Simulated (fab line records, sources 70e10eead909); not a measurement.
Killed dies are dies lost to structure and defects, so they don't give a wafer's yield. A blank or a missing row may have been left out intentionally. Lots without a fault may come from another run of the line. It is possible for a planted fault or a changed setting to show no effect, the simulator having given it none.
Struck lot and sound lot, side by side -- flow nand-harc -- 33 steps out of a route of 1159
Sound: the wafers L129.3, L129.4, L129.5. Struck: wafer L135.4 (L135.2, L135.3, from the same lot, were not struck and are left out); the cause is given at the end.
At each step with rows: each side's tool, then ch and its chambers, then its first start. Under that, the readings that differ: sound wafers -- struck wafers -- difference of the means -- sigmas: that difference in standard deviations of wafers without a fault.
alike: same words and numbers on both sides, and readings whose means sit less than 2 such deviations apart. not compared: any withheld reading, any reading some wafer has no value for, any bound like >300 that may hide the same value, and any number with overlapping values for which the record gives no deviation.
A row with sigmas, a row that says differs or no value, or rows on one side alone: a step with any of these is where the two part. When numbers do not overlap yet have no deviation, they are printed without sigmas and do not part them. A reading that every wafer of one side lacks parts them only if that side has two wafers or more.

first, 1 step without rows for these wafers: NHARC_P_M1_ETCH_35 (etches the open film in N2/H2, target depth 40 nm, overetch 12 nm, time 43.94 s).
NHARC_P_M1_ETCH_15: etches the open film in C4F8/Ar, target depth 182.5 nm, time 91.2 s.
  sound on rie-diel-09 ch 0,1; struck on rie-diel-13 ch 0
reading,sound,struck,difference,sigmas
oes-product-au (a.u.),0.918 0.923 0.917,0.984,+0.065,+3
  alike: rf-vpp-V
  not compared: rf-hours-counter-h
NHARC_P_M1_CD_MEAS_16:
  sound on cd-sem-03 at day 6 15:22; struck on cd-sem-03 at day 8 08:28
reading,sound,struck,difference,sigmas
cd-nm (nm),130.8 130.6 129.8,129.2,-1.2,-2
then, 1 step without rows for these wafers: NHARC_P_M1_STRIP_18 (strips in N2/H2).
NHARC_P_M1_ETCH_28: etches the open film in CF4/N2, target depth 30 nm, time 72.99 s.
  sound on rie-diel-11 ch 1,2; struck on rie-diel-13 ch 3
  alike: drypump-motor-current-A, oes-product-au, rf-vpp-V, showerhead-plenum-p-Torr, throttle-valve-pct
  not compared: rf-hours-counter-h
then, 4 steps without rows for these wafers: NHARC_P_M1_STRIP_19 (strips in post etch residue remover, time 600 s); NHARC_P_M1_DEGAS_29 (time 60 s); NHARC_P_M1_PRE_CLEAN_30 (time 30 s); NHARC_P_M1_PVD_20 (deposits TaN, target thk 5 nm, time 8.06 s).
NHARC_P_M1_PVD_21: deposits Cu, target thk 30 nm, time 20.49 s.
  sound on pvd-sputter-02; struck on pvd-sputter-01
  alike: throttle-valve-pct
then, 1 step without rows for these wafers: NHARC_P_M1_ECD_22 (material Cu, target thk 400 nm).
NHARC_P_M1_ANNEAL_31: time 90 s.
  sound on rtp-anneal-01 ch 0, day 6 16:55; struck on rtp-anneal-01 ch 0, day 8 09:57
  alike: anneal-temp-c-max, wafer_temp_C_max
NHARC_P_M1_CMP_23: polishes, t overpolish 20 s, target thk 157.82 nm.
  sound on cmp-03 ch 2,3, day 6 17:10; struck on cmp-03 ch 2, day 8 10:15
reading,sound,struck,difference,sigmas
edge-zone-pressure-frac,0.997 0.998 0.991,1.008,+0.013,+2
  alike: motor-current-A, retaining-ring-pressure-frac, time-to-endpoint-s
NHARC_P_M1_THK_MEAS_24: measures by xrf.
  sound on film-metro-01 at day 6 17:28; struck on film-metro-01 at day 8 10:34
  alike: thk-nm
next, for these wafers, 1 step has no rows: NHARC_P_M1_SRD_25.
NHARC_P_M1_INSPECT_27:
  sound on defect-inspect-02 at day 6 17:39; struck on defect-inspect-02 at day 8 10:43
reading,sound,struck,difference,sigmas
raw-defect-count,377 227 287,1177,+880,+7
NHARC_P_M1_PRE_CLEAN_32: time 12 s.
  sound on pecvd-04 ch 0,1,2, day 6 17:47; struck on pecvd-04 ch 1, day 8 10:47
  alike: heater-power-w
  not compared: since-wet-clean-h
then, 11 steps without rows for these wafers: NHARC_P_M1_DEP_33 (deposits SiCN, target thk 30 nm); NHARC_P_M2_DEP_00 (deposits SiOC, target thk 182.5 nm); NHARC_P_M2_DEHYDRATE_01 (time 120 s); NHARC_P_M2_HMDS_02 (time 30 s); NHARC_P_M2_COAT_34 (time 65 s); NHARC_P_M2_COAT_03 (resist thk 90 nm); NHARC_P_M2_SOFTBAKE_04 (time 55 s); NHARC_P_M2_EBR_05; NHARC_P_M2_EXPOSE_06 (exposes mask P M2, target cd 170 nm); NHARC_P_M2_PEB_07 (peb time 65 s); NHARC_P_M2_DEVELOP_08 (develop time 35 s).
NHARC_P_M2_CD_MEAS_09 targets a cd of 170 nm.
  sound on cd-sem-02 ch 0, day 6 19:07; struck on cd-sem-02 ch 0, day 8 12:17
  alike: cd-nm
NHARC_P_M2_OVL_MEAS_10: pitch 340 nm.
  sound on overlay-01 at day 6 19:11; struck on overlay-01 at day 8 12:22
reading,sound,struck,difference,sigmas
overlay-y-nm (nm),0.6 0.5 0.2,-1.2,-1.6,-2
  alike: overlay-x-nm
NHARC_P_M2_INSPECT_11:
  sound on defect-inspect-01 at day 6 19:14; struck on defect-inspect-02 at day 8 12:25
reading,sound,struck,difference,sigmas
raw-defect-count,5 3 6,659,+654,+99 or more
then, 1 step without rows for these wafers: NHARC_P_M2_DESCUM_14 (chemistry O2, time 3 s).
-- record jumps: 13 days between struck wafers' starts before vs after; left off in module P_M2, resumes in module END, first step shown is number 1159 of the route --
NHARC_END_SORT_01:
  sound on prober-02 ch 0, day 19 10:31; struck on prober-02 ch 0, day 21 05:04
reading,sound,struck,difference,sigmas
defect-limited-yield (%),96.2 96.2 95.7,36.9,-59.1,-35
killed-at-periphery,3 1 5,398,+395,+99 or more
killed-dies,26 26 29,427,+400,+33
sort_bin_2_pct (%),1.8 0.7 1.6,21.3,+19.9,+33
sort_bin_3_pct (%),0 0.15 0.44,2.95,+2.75,+13
sort_bin_4_pct (%),2.1 3.0 2.2,38.8,+36.4,+30
sort-n-pass,651 651 648,250,-400,-33
sort-rim-yield-pct (%),92.5 94.3 92.5,40.6,-52.5,-18
sort-yield-pct (%),96.2 96.2 95.7,36.9,-59.1,-35
  alike: killed-at-array, killed-at-other, killed-open, killed-short

== WHERE THEY PART ==
First at NHARC_P_M1_ETCH_15; last, within this record, at NHARC_END_SORT_01.

WHY: the cause the simulator had injected
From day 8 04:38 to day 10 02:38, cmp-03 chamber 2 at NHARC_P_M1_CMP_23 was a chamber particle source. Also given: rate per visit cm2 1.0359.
